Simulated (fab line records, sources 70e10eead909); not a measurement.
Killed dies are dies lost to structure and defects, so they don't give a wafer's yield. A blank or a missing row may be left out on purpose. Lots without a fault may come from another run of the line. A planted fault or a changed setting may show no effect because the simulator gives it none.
fab line records | flow nand_harc
record lots=24 wafers=72 last_day=33
route steps=1302 shown A_CONTACT@1093 A_BLC@1131 A_M0@1154 A_M1@1186
lots that met no fault: from a run of the same line without faults
start_h: hours from the record's first day to the start of the lot's first wafer shown | wait_h: hours since the lot's step before | " the same as in the row above | L1.1+2: a row that stands for several wafers | - no value, or no start given | * or withheld: withheld | < > ~ a bound
route shown NAME@n: a module of which the file shows steps, and the number in the route of the first | usual: mean/standard deviation of fault-free wafers | same: alike in all rows | chamber/n: place in a boat | sites: the reading at each site | _std_site: their standard deviation | _edge_site: outer sites' mean less inner sites' | radius_mm: how far each site lies from the wafer's centre | mask NAME#n: copy n | behind: the tool/chamber that last shaped the wafer | hold: why the lot was held/for how many hours/how that ended | device: the transistor (n, p or np) that didn't switch | end of line: the same wafers' tests at the end of the route | a step without rows: its recipe alone | killed: dies lost to structure and defects at the first sort, not the wafer's yield | map: a wafer's dies, x killed, . not, _ none there
set.NAME: the setting as run; set.NAME@STEP: as run at that earlier step | model.NAME: the simulator's own value behind a step, which no gauge read
steps of the route over a sample of lots; a table a step, a row a wafer
services: from which hour (start_h, from the record's first day; less than 0 if before it) a tool's chamber was out of use, for how many hours, and why
## steps
# step NHARC_A_CONTACT_ETCH_98
# recipe target_depth_a=200 over_etch_frac=0.5 time_s=10 ion_energy_ev=250 c4f6_flow_sccm=25 o2_flow_sccm=20 ar_flow_sccm=500 rf_w=600 bias_w=500 chemistry=C4F6/O2
# usual bias_w=499.9/1.6 drypump_motor_current_A=5.89/0.29 oes_product_au=0.961/0.02 rf_vpp_V=544.7/2.5 showerhead_plenum_p_Torr=3.82/0.11 throttle_valve_pct=26.903/0.011
# columns lot.wafer tool chamber start_h wait_h bias_w drypump_motor_current_A oes_product_au rf_hours_counter_h rf_vpp_V showerhead_plenum_p_Torr throttle_valve_pct
L076.3 rie_diel-11 0 - - 497.9 5.91 0.942 19 540.0 3.68 26.918
L076.1 " 2 " " 497.5 5.72 0.948 17 543.5 3.78 26.904
L076.4 " 3 " " 499.7 6.22 0.956 18 543.7 3.82 26.893
L075.4 rie_diel-11 3 - - 499.0 6.22 0.946 19 545.3 3.82 26.897
L075.6 " 0 " " 500.1 5.94 0.948 - 542.0 3.68 26.899
L075.5 " 1 " " 499.8 5.88 0.941 - 546.0 3.88 26.909
L077.3 rie_diel-11 3 - - 502.0 6.21 0.999 21 545.3 3.82 26.927
L077.6 " 0 " " 500.6 5.94 1.000 - 541.3 3.68 26.908
L077.5 " 1 " " 500.2 5.88 0.998 - 546.7 3.88 26.910
L074.1 rie_diel-11 0 542.76 0.1 501.7 5.90 0.951 23 540.1 3.68 26.903
L074.6 " 0 " " 503.6 5.91 0.947 - 540.2 3.68 26.906
L074.5 " 1 " " 498.6 5.90 0.946 - 545.5 3.88 26.911
L078.4 rie_diel-11 0 - - 498.3 5.94 0.942 26 540.9 3.67 26.915
L078.1 " 2 " " 498.3 5.72 0.964 24 544.8 3.77 26.904
L078.5 " 0 " " 498.7 5.92 0.939 - 541.4 3.67 26.904
L079.3 rie_diel-11 1 - - 500.0 5.85 0.934 26 544.8 3.87 26.895
L079.4 " 2 " " 499.5 5.73 0.952 26 544.3 3.77 26.897
L079.6 " 1 " " 499.4 5.89 0.933 - 545.6 3.87 26.890
L080.1 rie_diel-06 2 - - 500.9 6.62 0.953 23 545.4 3.81 26.914
L080.6 " 0 " " 501.2 5.51 0.949 - 549.1 4.10 26.894
L080.5 " 1 " " 501.5 5.73 0.980 - 547.1 3.86 26.912
L081.2 rie_diel-08 3 - - 501.3 5.55 0.955 5 541.4 3.68 26.918
L081.1 " 1 " " 497.6 5.78 0.955 4 549.4 3.96 26.907
L081.5 " 3 " " 499.4 5.53 0.950 - 542.2 3.68 26.912
L082.1 rie_diel-11 3 - - 500.3 6.22 0.968 29 545.2 3.82 26.909
L082.3 " 1 " " 502.4 5.88 0.970 27 545.2 3.87 26.898
L082.6 " 2 " " 500.0 5.71 0.971 - 543.8 3.77 26.896
L083.3 rie_diel-06 0 - - 498.7 5.50 0.931 30 551.1 4.10 26.902
L083.1 " 1 " " 497.4 5.78 0.947 37 544.7 3.85 26.898
L083.4 " 3 " " 499.8 5.92 0.954 32 545.6 3.85 26.891
L084.3 rie_diel-06 0 - - 498.2 5.51 0.978 33 549.5 4.09 26.899
L084.1 " 1 " " 499.8 5.68 0.995 39 545.1 3.84 26.908
L084.2 " 2 " " 499.8 6.56 0.981 43 544.6 3.80 26.894
L086.2 rie_diel-06 3 - - 501.2 5.93 0.986 36 544.4 3.85 26.885
L086.6 " 3 " " 501.2 5.91 0.982 - 545.5 3.85 26.913
L086.5 " 0 " " 497.4 5.50 0.965 - 550.8 4.09 26.897
L085.3 rie_diel-11 0 - - 501.8 5.91 1.007 0 541.7 3.67 26.917
L085.5 " 0 " " 502.9 5.90 1.009 - 542.0 3.67 26.887
L085.6 " 1 " " 503.0 5.88 0.984 - 546.0 3.87 26.909
L087.3 rie_diel-06 2 633.31 0.1 498.5 6.66 0.961 48 544.5 3.79 26.891
L087.5 " 2 " " 497.7 6.71 0.967 - 544.3 3.80 26.898
L087.4 " 3 " " 501.4 5.92 0.978 - 544.5 3.85 26.892
L088.2 rie_diel-11 0 - - 500.7 5.94 0.954 3 542.1 3.67 26.901
L088.5 " 0 " " 499.1 5.93 0.946 - 541.3 3.67 26.876
L088.6 " 1 " " 501.7 5.89 0.944 - 545.6 3.86 26.901
L089.1 rie_diel-11 1 657.18 0.1 499.4 5.90 0.947 6 545.8 3.86 26.914
L089.2 " 0 " " 499.8 5.94 0.960 4 541.7 3.67 26.883
L089.4 " 0 " " 501.8 5.97 0.952 - 542.9 3.67 26.914
L091.3 rie_diel-08 0 672.21 0.1 498.6 5.24 0.956 41 547.0 3.87 26.895
L091.2 " 1 " " 501.0 5.76 0.951 41 546.9 3.94 26.922
L091.4 " 0 " " 500.5 5.21 0.969 - 545.5 3.87 26.909
L090.2 rie_diel-11 3 - - 500.3 6.21 0.943 9 544.1 3.81 26.908
L090.1 " 0 " " 499.0 5.91 0.957 7 541.0 3.67 26.884
L090.4 " 1 " " 499.3 5.88 0.939 9 545.7 3.86 26.901
L092.3 rie_diel-11 2 - - 502.3 5.74 0.977 9 543.5 3.76 26.912
L092.1 " 0 " " 498.2 5.92 0.966 9 543.1 3.66 26.912
L092.6 " 3 " " 497.1 6.23 0.974 - 544.0 3.81 26.916
L093.4 rie_diel-11 1 - - 500.0 5.86 0.944 12 546.0 3.86 26.904
L093.5 " 1 " " 497.4 5.86 0.948 - 546.5 3.86 26.902
L093.6 " 2 " " 503.0 5.74 0.965 - 543.8 3.76 26.909
L094.4 rie_diel-06 2 - - 502.0 6.67 0.977 15 544.4 3.78 26.910
L094.1 " 3 " " 501.2 5.92 0.990 16 545.0 3.83 26.897
L094.2 " 0 " " 499.7 5.53 1.005 14 550.0 4.07 26.899
L095.4 rie_diel-11 3 - - 499.7 6.24 0.940 17 544.9 3.80 26.906
L095.1 " 0 " " 496.7 5.92 0.939 15 541.7 3.66 26.906
L095.3 " 1 " " 498.4 5.90 0.940 16 544.7 3.86 26.910
L096.1 rie_diel-11 3 - - 499.1 6.22 0.956 18 543.5 3.80 26.889
L096.3 " 2 " " 502.7 5.73 0.963 15 543.9 3.76 26.913
L096.5 " 3 " " 499.6 6.23 0.949 - 545.0 3.80 26.899
L097.4 rie_diel-11 0 - - 502.8 5.92 0.967 18 541.5 3.66 26.893
L097.3 " 1 " " 497.1 5.86 0.941 20 544.4 3.86 26.912
L097.5 " 1 " " 496.2 5.86 0.945 - 546.0 3.86 26.889
# step NHARC_A_CONTACT_CVD_19
# recipe target_thk_a=3000 temp_c=300 pressure_torr=40 wf6_flow_sccm=40 h2_flow_sccm=1600 ar_flow_sccm=1560 time_s=802 material=W
# usual heater_power_w=453/32 throttle_valve_pct=7.89/0.17
# columns lot.wafer tool chamber start_h wait_h heater_power_w throttle_valve_pct
L076.1 cvd_w-02 1 - - 448 7.73
L076.4 " 1 " " 459 7.66
L076.3 " 0 " " 408 7.81
L075.4 cvd_w-01 0 - - 503 7.92
L075.5 " 1 " " 440 7.91
L075.6 " 0 " " 496 8.06
L077.3 cvd_w-02 1 - - 448 7.83
L077.5 " 1 " " 451 8.20
L077.6 " 0 " " 426 8.01
L074.1 cvd_w-02 0 - - 426 7.78
L074.5 " 0 " " 425 7.42
L074.6 " 1 " " 456 8.04
L078.1 cvd_w-02 0 - - 416 7.91
L078.4 " 1 " " 454 7.77
L078.5 " 0 " " 423 8.16
L079.4 cvd_w-02 0 - - 435 7.84
L079.3 " 1 " " 450 8.16
L079.6 " 1 " " 452 7.63
L080.1 cvd_w-02 0 - - 429 7.89
L080.6 " 1 " " 453 7.84
L080.5 " 0 " " 421 7.71
L081.1 cvd_w-02 0 - - 425 7.98
L081.2 " 1 " " 460 8.17
L081.5 " 0 " " 435 8.04
L082.1 cvd_w-02 1 - - 457 7.69
L082.3 " 0 " " 422 7.73
L082.6 " 1 " " 464 7.73
L083.1 cvd_w-01 1 - - 434 7.57
L083.3 " 0 " " 505 7.49
L083.4 " 1 " " 424 7.75
L084.1 cvd_w-02 1 - - 455 7.84
L084.2 " 0 " " 435 7.91
L084.3 " 0 " " 418 8.21
L086.2 cvd_w-01 1 - - 424 7.88
L086.6 " 1 " " 425 7.77
L086.5 " 0 " " 509 8.18
L085.3 cvd_w-01 0 - - 485 8.14
L085.6 " 0 " " 504 7.71
L085.5 " 1 " " 425 7.89
L087.3 cvd_w-01 0 - - 504 8.02
L087.4 " 1 " " 428 7.75
L087.5 " 0 " " 494 8.05
L088.2 cvd_w-01 1 - - 433 7.71
L088.5 " 1 " " 426 7.81
L088.6 " 0 " " 488 8.36
L089.1 cvd_w-01 0 - - 502 7.96
L089.2 " 1 " " 429 7.68
L089.4 " 0 " " 491 7.80
L091.2 cvd_w-01 1 - - 423 7.81
L091.4 " 0 " " 511 7.97
L091.3 " 1 " " 440 7.81
L090.2 cvd_w-01 0 - - 503 8.00
L090.1 " 1 " " 429 7.72
L090.4 " 0 " " 491 8.08
L092.1 cvd_w-02 0 - - 416 7.97
L092.3 " 1 " " 487 8.11
L092.6 " 1 " " 481 8.15
L093.4 cvd_w-01 1 - - 426 7.67
L093.6 " 1 " " 424 7.84
L093.5 " 0 " " 500 7.82
L094.1 cvd_w-02 0 - - 415 7.74
L094.2 " 1 " " 483 7.69
L094.4 " 0 " " 415 8.04
L095.1 cvd_w-02 1 - - 493 8.02
L095.3 " 1 " " 503 7.92
L095.4 " 0 " " 405 7.71
L096.1 cvd_w-02 0 - - 426 7.96
L096.3 " 1 " " 494 8.00
L096.5 " 0 " " 410 7.76
L097.4 cvd_w-02 1 - - 495 7.85
L097.3 " 0 " " 409 7.90
L097.5 " 1 " " 498 8.09
# step NHARC_A_BLC_ALD_23
# recipe target_thk_a=30 pulse_time_s=1 ald_cycles=150 temp_c=450 material=TiN
# usual heater_power_w=1098/98 precursor_pulse_height_rel=1.003/0.02
# same pulse_time_s=1
# columns lot.wafer tool chamber start_h wait_h heater_power_w precursor_pulse_height_rel
L076.1 ald_metal-03 3 536.32 - 1025 1.015
L076.3 " 0 " " 988 1.007
L076.4 " 1 " " 1031 0.997
L075.4 ald_metal-04 0 537.13 - 1052 1.002
L075.5 " 0 " " 1048 1.019
L075.6 " 1 " " 1057 1.002
L077.3 ald_metal-04 0 542.43 - 1087 0.962
L077.5 " 2 " " 1236 0.994
L077.6 " 3 " " 1098 0.990
L074.1 ald_metal-03 2 547.93 - 1163 1.026
L074.5 " 3 " " 1004 1.018
L074.6 " 0 " " 953 0.991
L078.1 ald_metal-04 0 556.77 - 1067 0.991
L078.4 " 1 " " 1100 0.995
L078.5 " 3 " " 1107 1.033
L079.3 ald_metal-04 0 563.52 - 1052 0.985
L079.4 " 1 " " 1074 1.006
L079.6 " 0 " " 1060 1.014
L080.1 ald_metal-02 0 564.38 - 1085 1.027
L080.6 " 2 " " 1244 0.946
L080.5 " 3 " " 1202 1.007
L081.1 ald_metal-02 2 581.15 - 1278 0.972
L081.2 " 3 " " 1226 1.012
L081.5 " 2 " " 1268 1.000
L082.1 ald_metal-02 3 590.39 - 1201 0.999
L082.3 " 0 " " 1084 0.997
L082.6 " 3 " " 1228 0.998
L083.1 ald_metal-02 2 604.43 - 1235 0.986
L083.3 " 0 " " 1074 0.988
L083.4 " 1 " " 915 1.005
L084.3 ald_metal-04 1 617.67 - 1112 1.037
L084.1 " 2 " " 1227 0.981
L084.2 " 0 " " 1063 1.016
L086.2 ald_metal-03 3 618.51 - 1072 0.972
L086.6 " 3 " " 1058 1.005
L086.5 " 0 " " 950 1.015
L085.3 ald_metal-04 3 624.60 - 1121 1.007
L085.5 " 0 " " 1061 1.017
L085.6 " 1 " " 1068 1.003
L087.4 ald_metal-03 0 639.13 - 930 0.987
L087.3 " 2 " " 1122 1.009
L087.5 " 3 " " 1096 1.000
L088.2 ald_metal-02 2 660.22 - 1189 1.000
L088.5 " 2 " " 1193 1.008
L088.6 " 3 " " 1214 0.977
L089.2 ald_metal-04 1 662.31 - 1062 1.015
L089.4 " 2 " " 1141 1.040
L089.1 " 3 " " 1205 0.998
L091.4 ald_metal-04 3 677.08 - 1210 0.991
L091.3 " 0 " " 1024 0.997
L091.2 " 1 " " 1077 1.019
L090.2 ald_metal-03 0 678.37 - 924 1.028
L090.4 " 2 " " 1103 1.003
L090.1 " 3 " " 1094 1.002
L092.1 ald_metal-04 3 693.93 - 1235 1.035
L092.3 " 2 " " 1153 1.019
L092.6 " 0 " " 1066 1.013
L093.4 ald_metal-03 0 701.01 - 910 0.995
L093.6 " 3 " " 1067 1.007
L093.5 " 0 " " 921 1.007
L094.1 ald_metal-04 3 721.53 - 1214 1.011
L094.2 " 0 " " 1037 0.998
L094.4 " 3 " " 1219 1.048
L095.1 ald_metal-03 1 723.37 - 1005 0.977
L095.4 " 3 " " 1083 1.010
L095.3 " 0 " " 926 0.989
L096.3 ald_metal-04 2 732.88 - 1168 0.999
L096.1 " 1 " " 1086 1.019
L096.5 " 3 " " 1235 0.988
L097.3 ald_metal-04 0 747.30 - 1045 0.983
L097.4 " 1 " " 1096 0.987
L097.5 " 2 " " 1151 1.002
# step NHARC_A_M0_STRIP_18
# recipe power_w=1000 n2_flow_sccm=150 h2_flow_sccm=150 ar_flow_sccm=0 bias_w=0 chemistry=N2/H2
# usual drypump_motor_current_A=5.7/0.42 oes_product_au=1.002/0.011 rf_vpp_V=90.4/0.96 showerhead_plenum_p_Torr=2.00/0.058 throttle_valve_pct=14.171/0.0097
# same bias_w=0
# columns lot.wafer tool chamber start_h wait_h drypump_motor_current_A oes_product_au rf_hours_counter_h rf_vpp_V showerhead_plenum_p_Torr throttle_valve_pct
L076.3 rie_diel-02 3 538.92 0.1 5.9 1.001 6 90.7 1.97 14.178
L076.1 " 0 " " 5.6 0.996 7 91.5 2.09 14.165
L076.4 " 1 " " 6.1 1.008 8 90.8 2.01 14.165
L075.4 rie_diel-02 0 539.84 0.1 5.7 0.991 8 90.9 2.09 14.164
L075.6 " 3 " " 5.9 1.001 - 90.3 1.97 14.179
L075.5 " 0 " " 5.6 0.989 - 91.1 2.09 14.192
L077.3 rie_diel-12 1 545.00 0.1 5.6 1.005 6 90.6 1.99 14.177
L077.6 " 0 " " 5.3 0.999 - 90.9 2.06 14.187
L077.5 " 1 " " 5.6 1.005 - 91.4 2.00 14.184
L074.1 rie_diel-12 1 550.49 0.1 5.6 1.017 6 91.2 1.99 14.185
L074.6 " 0 " " 5.3 1.013 - 90.2 2.06 14.182
L074.5 " 1 " " 5.6 1.006 - 90.8 1.99 14.172
L078.1 rie_diel-13 0 559.46 0.1 5.5 0.994 1 89.1 1.90 14.174
L078.4 " 1 " " 6.4 1.009 2 89.8 1.94 14.173
L078.5 " 3 " " 5.6 1.002 - 89.7 2.06 14.172
L079.3 rie_diel-13 3 566.03 0.1 5.6 1.004 2 89.8 2.06 14.172
L079.4 " 1 " " 6.3 1.010 2 90.6 1.94 14.174
L079.6 " 3 " " 5.6 1.004 - 92.2 2.06 14.181
L080.1 rie_diel-12 2 567.02 0.1 5.6 1.010 8 88.9 1.97 14.157
L080.5 " 0 " " 5.3 1.016 - 90.4 2.06 14.179
L080.6 " 2 " " 5.5 1.005 - 88.8 1.97 14.157
L081.2 rie_diel-12 3 583.65 0.1 5.2 0.995 9 89.7 1.91 14.178
L081.1 " 2 " " 5.6 1.032 10 90.5 1.97 14.151
L081.5 " 3 " " 5.2 0.997 - 89.4 1.91 14.162
L082.3 rie_diel-02 1 593.02 0.1 6.1 1.002 1 91.5 2.01 14.179
L082.1 " 3 " " 5.9 1.023 0 89.9 1.97 14.184
L082.6 " 0 " " 5.6 0.991 - 91.1 2.09 14.177
L083.1 rie_diel-12 0 607.03 0.1 5.3 1.002 11 90.9 2.06 14.180
L083.4 " 2 " " 5.6 1.024 12 89.0 1.97 14.170
L083.3 " 3 " " 5.2 0.989 12 89.5 1.91 14.165
L084.3 rie_diel-12 2 620.15 0.1 5.6 1.005 13 89.5 1.97 14.167
L084.1 " 3 " " 5.2 1.001 13 89.4 1.91 14.169
L084.2 " 0 " " 5.3 1.005 12 88.8 2.06 14.185
L086.2 rie_diel-12 1 621.04 0.1 5.7 1.004 10 91.8 1.99 14.181
L086.5 " 3 " " 5.2 0.993 - 88.9 1.91 14.164
L086.6 " 0 " " 5.3 1.009 - 91.4 2.06 14.167
L085.3 rie_diel-02 0 627.05 0.1 5.7 0.999 2 91.0 2.09 14.174
L085.5 " 3 " " 5.9 1.037 - 88.9 1.97 14.177
L085.6 " 0 " " 5.6 0.991 - 92.2 2.09 14.185
L087.4 rie_diel-02 1 641.70 0.1 6.0 1.003 4 90.4 2.01 14.168
L087.3 " 0 " " 5.6 0.992 3 91.1 2.09 14.168
L087.5 " 2 " " 6.7 0.982 - 92.2 2.05 14.179
L088.2 rie_diel-12 1 662.83 0.1 5.6 0.997 1 90.6 1.99 14.152
L088.6 " 0 " " 5.3 1.009 - 90.4 2.06 14.166
L088.5 " 1 " " 5.7 1.000 - 90.9 1.99 14.171
L089.2 rie_diel-12 3 664.88 0.1 5.2 1.005 2 90.9 1.91 14.171
L089.4 " 0 " " 5.3 1.011 2 91.0 2.06 14.155
L089.1 " 1 " " 5.7 0.999 1 90.6 1.99 14.185
L091.4 rie_diel-13 2 679.66 0.1 5.2 0.985 7 90.5 1.99 14.160
L091.3 " 0 " " 5.6 0.982 7 90.4 1.90 14.167
L091.2 " 1 " " 6.3 1.004 7 90.4 1.94 14.179
L090.1 rie_diel-02 0 680.99 0.1 5.6 1.004 6 91.6 2.09 14.161
L090.2 " 2 " " 6.7 1.011 7 90.0 2.05 14.157
L090.4 " 3 " " 5.9 1.007 6 89.7 1.96 14.166
L092.1 rie_diel-02 2 696.55 0.1 6.7 1.006 8 92.1 2.05 14.177
L092.3 " 3 " " 5.8 1.011 7 89.5 1.96 14.174
L092.6 " 2 " " 6.7 0.994 - 92.2 2.05 14.168
L093.4 rie_diel-12 3 703.64 0.1 5.2 1.005 4 88.1 1.91 14.165
L093.5 " 1 " " 5.7 1.007 - 90.3 1.99 14.157
L093.6 " 2 " " 5.6 1.000 - 89.4 1.97 14.160
L094.1 rie_diel-13 0 724.19 0.1 5.5 1.006 1 90.3 1.90 14.180
L094.2 " 1 " " 6.3 0.989 0 90.3 1.94 14.167
L094.4 " 2 " " 5.2 0.998 1 88.9 1.99 14.176
L095.4 rie_diel-12 2 725.87 0.1 5.6 1.007 4 90.9 1.97 14.175
L095.1 " 3 " " 5.2 0.995 5 88.2 1.91 14.176
L095.3 " 0 " " 5.3 1.001 5 90.1 2.06 14.175
L096.3 rie_diel-02 2 735.46 0.1 6.7 0.999 10 89.7 2.05 14.165
L096.1 " 0 " " 5.6 0.982 8 90.8 2.09 14.169
L096.5 " 3 " " 5.9 1.013 - 89.1 1.96 14.166
L097.4 rie_diel-13 2 749.74 0.1 5.2 0.998 2 91.2 1.99 14.159
L097.3 " 3 " " 5.6 0.987 2 90.9 2.06 14.158
L097.5 " 3 " " 5.6 0.993 - 92.6 2.06 14.178
# step NHARC_A_M1_STRIP_18
# recipe power_w=1000 n2_flow_sccm=150 h2_flow_sccm=150 ar_flow_sccm=0 bias_w=0 chemistry=N2/H2
# usual drypump_motor_current_A=5.6/0.4 oes_product_au=0.997/0.012 rf_vpp_V=90.9/1.1 showerhead_plenum_p_Torr=2.08/0.095 throttle_valve_pct=14.171/0.0079
# same bias_w=0
# columns lot.wafer tool chamber start_h wait_h drypump_motor_current_A oes_product_au rf_hours_counter_h rf_vpp_V showerhead_plenum_p_Torr throttle_valve_pct
L076.3 rie_diel-04 2 542.99 0.1 6.2 1.003 0.0 92.2 2.10 14.176
L076.1 " 0 " " 5.9 1.012 0.0 89.9 1.90 14.184
L076.4 " 2 " " 6.2 0.997 - 93.1 2.10 14.167
L075.4 rie_diel-10 1 543.81 0.1 5.8 1.012 3.0 92.3 2.17 14.157
L075.5 " 3 " " 5.3 1.006 - 92.1 2.19 14.184
L075.6 " 0 " " 5.1 1.013 - 92.2 2.13 14.176
L077.3 rie_diel-04 0 549.12 0.1 5.9 1.000 0.2 90.4 1.90 14.177
L077.6 " 3 " " 4.9 0.974 - 89.6 2.05 14.175
L077.5 " 0 " " 6.0 1.006 - 89.5 1.90 14.179
L074.1 rie_diel-01 3 554.55 0.2 5.1 1.001 9.3 90.5 1.89 14.192
L074.6 " 0 " " 5.8 1.005 - 90.2 2.18 14.173
L074.5 " 1 " " 5.6 0.987 - 90.6 2.04 14.169
L078.1 rie_diel-04 1 563.53 0.1 5.1 0.983 0.2 92.3 2.16 14.181
L078.4 " 2 " " 6.2 0.985 1.7 90.4 2.10 14.173
L078.5 " 2 " " 6.2 0.989 - 91.3 2.10 14.162
L079.3 rie_diel-01 2 570.48 0.1 5.7 1.004 0.2 91.3 2.02 14.171
L079.4 " 1 " " 5.6 0.994 - 91.1 2.04 14.176
L079.6 " 0 " " 5.8 0.998 - 91.6 2.18 14.173
L080.1 rie_diel-04 3 571.03 0.1 4.9 0.978 1.8 91.6 2.05 14.159
L080.5 " 1 " " 5.2 1.001 - 89.8 2.16 14.163
L080.6 " 2 " " 6.2 0.992 - 90.4 2.10 14.167
L081.2 rie_diel-10 1 587.61 0.1 5.8 0.996 3.9 92.4 2.17 14.178
L081.1 " 2 " " 6.1 1.002 3.8 91.9 2.07 14.158
L081.5 " 0 " " 5.1 1.015 - 91.2 2.13 14.178
L082.3 rie_diel-04 3 597.08 0.1 4.9 0.992 3.8 89.7 2.05 14.169
L082.1 " 0 " " 5.9 1.010 3.6 90.4 1.90 14.170
L082.6 " 1 " " 5.2 0.995 - 91.5 2.16 14.181
L083.4 rie_diel-01 3 611.14 0.1 5.1 0.993 1.5 89.6 1.89 14.165
L083.3 " 0 " " 5.7 1.001 2.6 91.7 2.18 14.171
L083.1 " 1 " " 5.6 0.989 2.4 90.7 2.04 14.170
L084.3 rie_diel-10 0 624.21 0.1 5.1 1.020 0.9 91.1 2.13 14.165
L084.2 " 2 " " 6.1 0.999 1.0 92.3 2.07 14.168
L084.1 " 3 " " 5.3 0.985 0.8 91.1 2.19 14.162
L086.2 rie_diel-10 2 625.10 0.1 6.1 0.999 1.1 89.0 2.07 14.166
L086.6 " 0 " " 5.1 1.021 - 91.5 2.13 14.161
L086.5 " 1 " " 5.8 0.987 - 91.5 2.17 14.172
L085.3 rie_diel-10 3 631.16 0.1 5.3 0.966 1.0 92.8 2.19 14.171
L085.6 " 0 " " 5.1 1.020 - 92.9 2.13 14.166
L085.5 " 1 " " 5.8 1.000 - 91.2 2.17 14.172
L087.3 rie_diel-01 3 645.69 0.1 5.1 0.994 3.0 90.5 1.89 14.163
L087.5 " 3 " " 5.1 0.985 - 89.9 1.89 14.178
L087.4 " 2 " " 5.7 0.978 - 90.9 2.01 14.166
L088.2 rie_diel-04 2 666.91 0.1 6.2 0.991 6.2 91.1 2.10 14.172
L088.5 " 1 " " 5.2 0.992 - 91.8 2.16 14.173
L088.6 " 2 " " 6.2 0.990 - 91.5 2.10 14.155
L089.1 rie_diel-01 0 668.82 0.1 5.8 0.998 4.7 93.3 2.18 14.166
L089.2 " 2 " " 5.7 0.996 5.5 90.0 2.01 14.173
L089.4 " 3 " " 5.2 0.993 4.2 89.0 1.89 14.156
L091.3 rie_diel-10 2 683.74 0.1 6.1 1.000 2.3 90.3 2.07 14.171
L091.2 " 1 " " 5.8 0.991 2.3 89.3 2.17 14.159
L091.4 " 2 " " 6.0 1.005 - 91.5 2.07 14.169
L090.1 rie_diel-10 3 685.12 0.1 5.4 0.977 2.4 91.6 2.19 14.166
L090.2 " 2 " " 6.1 1.009 2.5 90.1 2.07 14.169
L090.4 " 3 " " 5.4 0.996 - 91.7 2.19 14.168
L092.1 rie_diel-01 2 700.73 0.1 5.7 0.992 6.7 90.3 2.01 14.175
L092.3 " 3 " " 5.1 1.001 5.6 89.0 1.89 14.179
L092.6 " 2 " " 5.8 0.994 - 91.3 2.01 14.178
L093.4 rie_diel-10 1 707.73 0.1 5.8 0.999 2.9 90.7 2.17 14.162
L093.5 " 3 " " 5.3 0.992 - 91.7 2.19 14.169
L093.6 " 0 " " 5.1 1.028 - 90.5 2.13 14.168
L094.2 rie_diel-01 3 728.22 0.1 5.1 0.990 8.0 88.5 1.89 14.164
L094.1 " 0 " " 5.8 1.001 8.0 93.1 2.18 14.179
L094.4 " 1 " " 5.6 0.991 8.8 91.7 2.04 14.180
L095.4 rie_diel-01 1 729.92 0.1 5.6 0.985 8.8 91.0 2.04 14.171
L095.1 " 3 " " 5.1 0.991 8.1 89.4 1.89 14.174
L095.3 " 0 " " 5.8 0.989 8.1 90.6 2.18 14.169
L096.1 rie_diel-04 3 740.35 0.1 4.9 1.000 0.9 90.3 2.05 14.164
L096.3 " 1 " " 5.2 1.002 1.2 90.9 2.16 14.160
L096.5 " 3 " " 4.9 0.997 - 91.4 2.05 14.181
L097.3 rie_diel-10 1 754.32 0.1 5.8 1.004 4.3 89.7 2.17 14.177
L097.4 " 2 " " 6.1 0.990 4.3 90.3 2.07 14.177
L097.5 " 3 " " 5.3 0.993 - 91.0 2.19 14.161
# step NHARC_A_M1_PRE_CLEAN_32
# recipe time_s=12 temp_c=370 rf_power_w=300 gas=NH3
# usual heater_power_w=629/71
# columns lot.wafer tool chamber start_h wait_h heater_power_w
L076.3 pecvd-03 0 545.31 0.1 632
L076.1 " 2 " " 682
L076.4 " 1 " " 745
L075.5 pecvd-04 2 546.09 0.1 608
L075.6 " 0 " " 650
L075.4 " 1 " " 525
L077.3 pecvd-04 1 551.40 0.1 577
L077.5 " 0 " " 592
L077.6 " 1 " " 583
L074.1 pecvd-02 2 556.81 0.1 496
L074.6 " 1 " " 586
L074.5 " 2 " " 496
L078.1 pecvd-03 1 565.80 0.1 765
L078.4 " 0 " " 624
L078.5 " 1 " " 775
L079.3 pecvd-04 0 572.81 0.1 657
L079.6 " 1 " " 579
L079.4 " 2 " " 626
L080.1 pecvd-03 0 573.27 0.1 660
L080.5 " 1 " " 753
L080.6 " 0 " " 641
L081.1 pecvd-03 1 589.83 0.1 652
L081.2 " 2 " " 635
L081.5 " 2 " " 639
L082.3 pecvd-04 1 599.41 0.1 596
L082.1 " 2 " " 668
L082.6 " 1 " " 617
L083.3 pecvd-03 2 613.41 0.1 596
L083.1 " 0 " " 595
L083.4 " 1 " " 756
L084.2 pecvd-03 1 626.82 0.4 702
L084.1 " 2 " " 621
L084.3 " 0 " " 553
L086.2 pecvd-03 0 627.33 0.1 579
L086.5 " 1 " " 682
L086.6 " 2 " " 628
L085.3 pecvd-02 2 633.38 0.1 551
L085.5 " 0 " " 542
L085.6 " 1 " " 550
L087.3 pecvd-04 0 648.13 0.1 565
L087.5 " 0 " " 558
L087.4 " 2 " " 601
L088.2 pecvd-04 1 669.13 0.1 619
L088.6 " 1 " " 611
L088.5 " 2 " " 699
L089.2 pecvd-02 2 671.08 0.1 570
L089.1 " 1 " " 572
L089.4 " 1 " " 566
L091.2 pecvd-03 0 686.09 0.1 576
L091.3 " 2 " " 687
L091.4 " 1 " " 750
L090.2 pecvd-04 0 687.47 0.1 677
L090.1 " 2 " " 695
L090.4 " 2 " " 685
L092.3 pecvd-04 2 703.02 0.1 597
L092.1 " 0 " " 573
L092.6 " 0 " " 587
L093.5 pecvd-03 0 709.98 0.1 649
L093.6 " 1 " " 664
L093.4 " 2 " " 687
L094.1 pecvd-02 0 730.52 0.1 618
L094.2 " 1 " " 589
L094.4 " 1 " " 600
L095.1 pecvd-02 1 732.19 0.1 582
L095.3 " 2 " " 470
L095.4 " 0 " " 571
L096.1 pecvd-03 1 742.60 0.1 814
L096.3 " 2 " " 678
L096.5 " 0 " " 562
L097.3 pecvd-03 2 756.70 0.1 591
L097.4 " 1 " " 841
L097.5 " 0 " " 616
## services
# columns tool chamber start_h hours kind
rie_diel-11 - 524.67 0.5 repair
rie_diel-11 3 538.83 4.8 repair
pecvd-03 - 547.16 13.0 pm
cvd_w-01 - 548.10 13.0 pm
rie_diel-12 1 563.76 18.9 repair
rie_diel-12 - 587.59 0.3 repair
rie_diel-11 - 610.09 9.0 pm
rie_diel-12 - 622.42 9.0 pm
cvd_w-01 - 630.11 0.7 repair
cvd_w-02 - 631.48 13.0 pm
rie_diel-11 0 638.44 8.4 repair
ald_metal-04 - 640.26 0.9 repair
rie_diel-11 3 641.77 4.4 repair
ald_metal-04 - 652.00 10.0 pm
rie_diel-11 2 655.86 10.1 repair
rie_diel-12 2 667.27 2.0 repair
rie_diel-12 - 679.94 0.6 repair
pecvd-03 1 697.70 5.4 repair
rie_diel-11 2 703.06 4.4 repair
ald_metal-04 3 709.35 4.6 repair
ald_metal-04 2 714.34 13.7 repair
rie_diel-11 2 723.19 3.4 repair
pecvd-03 - 728.18 13.0 pm
cvd_w-01 - 729.10 13.0 pm
## key
fault none
